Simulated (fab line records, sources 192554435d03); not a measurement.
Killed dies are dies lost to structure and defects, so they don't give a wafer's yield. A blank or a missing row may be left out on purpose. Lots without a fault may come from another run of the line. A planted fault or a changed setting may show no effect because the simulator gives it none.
fab line records | flow n5_finfet
record lots=5 wafers=15 last_day=18
route steps=1938 shown FIN_SAQP@108 BEOL_M4@1111 PASSIVATION@1936
lots that met no fault: from a run of the same line without faults
start_h: hours from the record's first day to the start of the lot's first wafer shown | wait_h: hours since the lot's step before | " the same as in the row above | L1.1+2: a row that stands for several wafers | - no value, or no start given | * or withheld: withheld | < > ~ a bound
route shown NAME@n: a module of which the file shows steps, and the number in the route of the first | usual: mean/standard deviation of fault-free wafers | same: alike in all rows | chamber/n: place in a boat | sites: the reading at each site | _std_site: their standard deviation | _edge_site: outer sites' mean less inner sites' | radius_mm: how far each site lies from the wafer's centre | mask NAME#n: copy n | behind: the tool/chamber that last shaped the wafer | hold: why the lot was held/for how many hours/how that ended | device: the transistor (n, p or np) that didn't switch | end of line: the same wafers' tests at the end of the route | a step without rows: its recipe alone | killed: dies lost to structure and defects at the first sort, not the wafer's yield | map: a wafer's dies, x killed, . not, _ none there
set.NAME: the setting as run; set.NAME@STEP: as run at that earlier step | model.NAME: the simulator's own value behind a step, which no gauge read
lots at some steps of the route; a table a step, a row a wafer
services: from which hour (start_h, from the record's first day; less than 0 if before it) a tool's chamber was out of use, for how many hours, and why
## steps
# step N5_FIN_SAQP_EXPOSE_13
# recipe mask_id=FIN_CORE na=1.35 source_shape=dipole sigma_inner=0.538 sigma_outer=0.738 polarization=te target_cd_nm=35.6 dose_mj=63.25
# step N5_FIN_SAQP_PEB_14
# recipe peb_temp_c=withheld peb_time_s=60 resist=CAR-ArF
# step N5_FIN_SAQP_DEVELOP_15
# recipe develop_time_s=30 developer=TMAH resist=CAR-ArF dev_temp_c=23 rinse_liquid=diw dry=air_spin
# step N5_FIN_SAQP_DESCUM_21
# recipe chemistry=O2 time_s=7.9 source_power_w=50 bias_power_w=20 pressure_mtorr=20 rf_frequency_hz=2.712e+07 temp_c=40 resist=CAR-ArF o2_flow_sccm=225
# step N5_FIN_SAQP_ETCH_51
# recipe chemistry=CF4 target=SiARC target_depth_a=455 mask_material=CAR-ArF time_s=75.8 ion_energy_ev=80 pressure_mtorr=40 source_w=545 bias_w=36 Ar_flow_sccm=100 cf4_flow_sccm=100 ends=cleared
# step N5_FIN_SAQP_ETCH_52
# recipe chemistry=N2/H2 target=SOC target_depth_a=1000 overetch_a=200 mask_material=SiARC temp_c=40 time_s=150 ion_energy_ev=200 pressure_mtorr=30 source_w=840 bias_w=150 n2_flow_sccm=200 h2_flow_sccm=200 ends=end_point
# step N5_FIN_SAQP_STRIP_53
# recipe chemistry=N2/H2 temp_c=40 n2_flow_sccm=200 h2_flow_sccm=200 rf_frequency_hz=6e+07
# step N5_FIN_SAQP_HM_OPEN_73
# recipe chemistry=CHF3/O2 target=SiO2 stop_on=a-Si target_depth_a=120 over_etch_frac=1.8 mask_material=SOC time_s=16.8 pressure_mtorr=30 source_w=650 bias_w=170 Ar_flow_sccm=200 CHF3_flow_sccm=50 O2_flow_sccm=5 ion_energy_ev=200 ends=end_point
# step N5_FIN_SAQP_STRIP_74
# recipe chemistry=CHF3/O2 resist=SiARC rf_frequency_hz=6e+07
# step N5_FIN_SAQP_MANDREL_ETCH_22
# recipe target_depth_a=600 chemistry=HBr/Cl2 target=a-Si stop_on=SiNx bt_time_s=10 over_etch_frac=0.5 time_s=30 pressure_mtorr=10 icp_w=800 bias_w=75 HBr_flow_sccm=150 Cl2_flow_sccm=80 ends=end_point
# usual chamber_pressure_mTorr=10.001/0.0095 drypump_motor_current_A=5.96/0.29 mfc_cl2_sccm=80.02/0.23 oes_product_au=0.770/0.013 throttle_valve_pct=35.5/0.31
# columns lot.wafer tool chamber start_h wait_h chamber_pressure_mTorr drypump_motor_current_A mfc_cl2_sccm oes_product_au rf_hours_counter_h throttle_valve_pct
L469.1 rie_si-01 2 59.20 0.0 9.999 6.14 66.74 0.745 40 34.2
L469.5 " 0 " " 10.023 5.62 79.92 0.769 - 35.5
L469.6 " 3 " " 9.997 6.33 79.95 0.788 - 35.3
L470.3 rie_si-01 1 64.98 0.0 9.999 6.29 80.09 0.762 116 35.6
L470.4 " 0 " " 10.004 5.59 80.49 0.780 84 35.5
L470.5 " 2 " " 10.004 6.17 66.27 0.757 - 34.2
L471.2 rie_si-01 3 70.37 0.0 10.012 6.27 79.51 0.772 141 35.3
L471.5 " 2 " " 9.984 6.18 66.19 0.767 - 34.1
L471.6 " 1 " " 10.008 6.30 80.02 0.759 - 35.6
L481.1 rie_si-06 3 131.45 0.0 9.990 6.11 80.00 0.759 74 35.7
L481.3 " 1 " " 10.001 5.87 80.08 0.759 106 35.0
L481.4 " 0 " " 10.004 5.48 80.23 0.777 75 35.7
L483.2 rie_si-01 3 142.00 0.0 10.006 6.25 80.03 0.767 142 35.4
L483.3 " 1 " " 10.010 6.29 79.90 0.735 118 35.6
L483.5 " 2 " " 9.996 6.16 79.80 0.749 - 35.4
# step N5_FIN_SAQP_STRIP_55
# recipe chemistry=N2/H2 power_w=500 temp_c=40 pressure_mtorr=50 rf_frequency_hz=6e+07 overash_fraction=0.3 bias_power_w=28 h2_frac=0.5 n2_flow_sccm=300 h2_flow_sccm=300
# step N5_BEOL_M4_RC_MEAS_101
# usual DIBL_N=36.1/1.9 DIBL_P=36.4/2.5 IOFF_N=0.16/0.036 IOFF_P=0.22/0.038 ION_N=672/11 ION_P=462/8 SS_N=71.6/0.68 SS_P=73.3/0.77 VT_N=250/3.3 VT_P=-250/3.6
# columns lot.wafer tool chamber start_h wait_h DIBL_N[mV/V] DIBL_P[mV/V] IOFF_N[nA/um] IOFF_P[nA/um] ION_N[uA/um] ION_P[uA/um] SS_N[mV/dec] SS_P[mV/dec] VT_N[mV] VT_P[mV]
L470.3 prober-01 0 222.36 0.3 35.8 34.8 0.14 0.20 657 450 72.4 73.0 250 -251
L470.4 " 0 " " 40.9 41.2 0.27 0.32 696 469 73.0 74.5 241 -245
L470.5 " 0 " " 38.6 39.2 0.21 0.27 684 467 72.6 74.2 244 -248
L469.1 prober-01 0 226.99 0.0 36.4 38.1 0.17 0.21 665 460 71.9 73.6 252 -250
L469.5 " 0 " " 34.3 36.1 0.14 0.18 671 458 71.1 72.5 250 -257
L469.6 " 0 " " 37.7 40.2 0.19 0.25 693 467 72.7 74.8 248 -250
L471.2 prober-02 0 231.25 0.2 35.3 34.9 0.14 0.20 672 461 71.5 73.0 247 -250
L471.5 " 0 " " 36.7 36.0 0.15 0.21 671 461 71.4 72.3 250 -250
L471.6 " 0 " " 34.6 33.7 0.13 0.19 670 456 70.9 72.2 250 -250
L481.1 prober-02 0 297.29 0.0 34.5 33.8 0.13 0.18 669 462 70.7 72.3 249 -250
L481.3 " 0 " " 36.6 35.8 0.17 0.21 673 462 71.9 72.7 249 -250
L481.4 " 0 " " 37.8 37.9 0.21 0.27 691 468 71.7 74.5 244 -248
L483.2 prober-01 0 310.67 0.2 35.0 36.1 0.15 0.25 666 473 71.0 73.3 251 -244
L483.3 " 0 " " 33.1 33.6 0.12 0.20 679 476 71.4 71.7 253 -247
L483.5 " 0 " " 31.4 31.6 0.10 0.18 673 474 70.4 71.7 256 -248
# step N5_PASSIVATION_PROBE_49
# usual defect_limited_yield=91.2/1.4 killed_at_M0_to_M3=34/11 killed_at_M4_up=14/6.3 killed_at_contacts=13/7.4 killed_at_front_end=38/11 killed_at_other=4.3/2.9 killed_dies=103/17 killed_open=68/12 killed_short=34/8 sort_bin_4_leakage=0.00/0.027 sort_bin_5_function=5.1/0.9 sort_bin_6_memory=3.3/0.66 sort_n_pass=1077/17 sort_yield_pct=91.2/1.4
# same gross_dies=1180 killed_at_back_side=0 sort_bin_8_speed[%]=0
# columns lot.wafer tool chamber start_h wait_h defect_limited_yield[%] killed_at_M0_to_M3 killed_at_M4_up killed_at_contacts killed_at_front_end killed_at_other killed_dies killed_open killed_short sort_bin_4_leakage[%] sort_bin_5_function[%] sort_bin_6_memory[%] sort_n_pass sort_yield_pct[%]
L481.1 prober-01 - 415.52 0.0 90.4 35 8 6 53 11 113 64 46 0 6.2 3.3 1067 90.4
L481.3 prober-01 - 415.62 0.1 91.9 46 6 10 33 1 96 64 32 0 5.3 2.6 1084 91.9
L481.4 prober-01 - 415.67 0.2 90.2 39 11 21 41 4 116 76 37 0 5.6 3.7 1064 90.2
# killed by level:class
L481.1 STI_FIN_REVEAL:geometric_particle:open=13 BEOL_M0_SAQP:geometric_particle:short=8 FIN_SAQP:geometric_particle:open=7 FIN_SAQP:geometric_particle:short=6 BEOL_M2:geometric_particle:open=6 MIM_BOT:geometric_particle:short=6 DUMMY_GATE:geometric_particle:open=5 BEOL_M2:geometric_particle:short=5
L481.3 BEOL_M0_SAQP:geometric_particle:short=16 FIN_SAQP:geometric_particle:open=9 BEOL_M0_SAQP:geometric_particle:open=8 BEOL_M3:geometric_particle:open=8 BEOL_M2:geometric_particle:open=7 DUMMY_GATE:geometric_particle:open=6 MOL_CONTACT_COAG:geometric_particle:open=6 STI_FIN_REVEAL:geometric_particle:open=5
L481.4 MOL_CONTACT_COAG:geometric_particle:open=19 FIN_SAQP:geometric_particle:open=13 BEOL_M0_SAQP:geometric_particle:open=11 FIN_SAQP:geometric_particle:short=9 BEOL_M0_SAQP:geometric_particle:short=7 BEOL_M2:geometric_particle:open=6 BEOL_M2:geometric_particle:short=5 STI_FIN_REVEAL:geometric_particle:open=4
## services
# columns tool chamber start_h hours kind
rie_si-06 2 37.35 1.3 repair
rie_si-01 3 52.05 5.1 repair
rie_si-06 - 52.93 14.6 pm
rie_si-06 1 95.02 6.8 repair
## key
first_sign step=N5_FIN_SAQP_MANDREL_ETCH_22 reading=mfc_cl2_sccm direction=down sigmas=60 usual=80.02 struck=66.40
effect step=N5_FIN_SAQP_MANDREL_ETCH_22 reading=throttle_valve_pct direction=down sigmas=4.3 usual=* struck=*
met_at N5_FIN_SAQP_MANDREL_ETCH_22
struck_wafers L469.1,L470.5,L471.5
fault kind=process_parameter_drift tool=rie_si-01 chamber=2 onset_h=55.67 steps=N5_FIN_SAQP_MANDREL_ETCH_22 channel=Cl2_flow_sccm offset=-13.68 shape=step end_h=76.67 acts_in=these_recipes_only stated=80
